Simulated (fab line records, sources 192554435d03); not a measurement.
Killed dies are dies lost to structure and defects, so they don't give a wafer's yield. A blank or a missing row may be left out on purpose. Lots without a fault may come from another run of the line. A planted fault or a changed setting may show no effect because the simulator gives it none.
Chamber matching | flow n5_finfet | N5_BEOL_M3_STRIP_36 on rie_diel-03: 4 sister chambers
The step strips in N2/H2. 8 wafers are shown with their chamber, then 7 later ones without.

WAFERS WITH THEIR CHAMBER
wafer  | chamber | showerhead_plenum_p_Torr (Torr) | drypump_motor_current_A (A)
L080.4 | 3       | 2.63                            | 6.3
L078.5 | 2       | 2.48                            | 6.3
L081.6 | 1       | 2.64                            | 6.1
L085.1 | 0       | 2.47                            | 5.6
L085.2 | 2       | 2.47                            | 6.3
L085.3 | 3       | 2.63                            | 6.4
L083.2 | 0       | 2.47                            | 5.6
L083.5 | 1       | 2.63                            | 6.1

WAFERS WITHOUT THEIR CHAMBER
wafer  | showerhead_plenum_p_Torr (Torr) | drypump_motor_current_A (A)
L083.6 | 2.47                            | 5.7
L090.1 | 2.47                            | 5.6
L090.2 | 2.63                            | 6.2
L090.6 | 2.62                            | 6.3
L093.1 | 2.63                            | 6.1
L093.3 | 2.62                            | 6.3
L093.4 | 2.47                            | 6.3

WHICH CHAMBER EACH WENT THROUGH
wafer  | from the rows above     | in truth
L083.6 | 0                       | 0
L090.1 | 0                       | 0
L090.2 | can't be placed: 1 or 3 | 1
L090.6 | 3                       | 3
L093.1 | 1                       | 1
L093.3 | 3                       | 3
L093.4 | 2                       | 2
Placed correctly: 6 of 7. Can't be placed from these rows: 1 (the true chamber is among the candidates in 1). Placed wrongly: 0.
How it was worked out, from the rows above alone: a wafer's distance from a chamber is the root of the sum, over the readings, of the square of ((its reading less the chamber's mean) divided by the reading's scatter). The wafer belongs to the nearest chamber; if the next one is less than 2 further off, it can't be placed. A chamber's mean is the mean of its shown wafers. The scatter: the root of (the sum of the squares of (reading less its chamber's mean) over the shown wafers, divided by (wafers less chambers)).
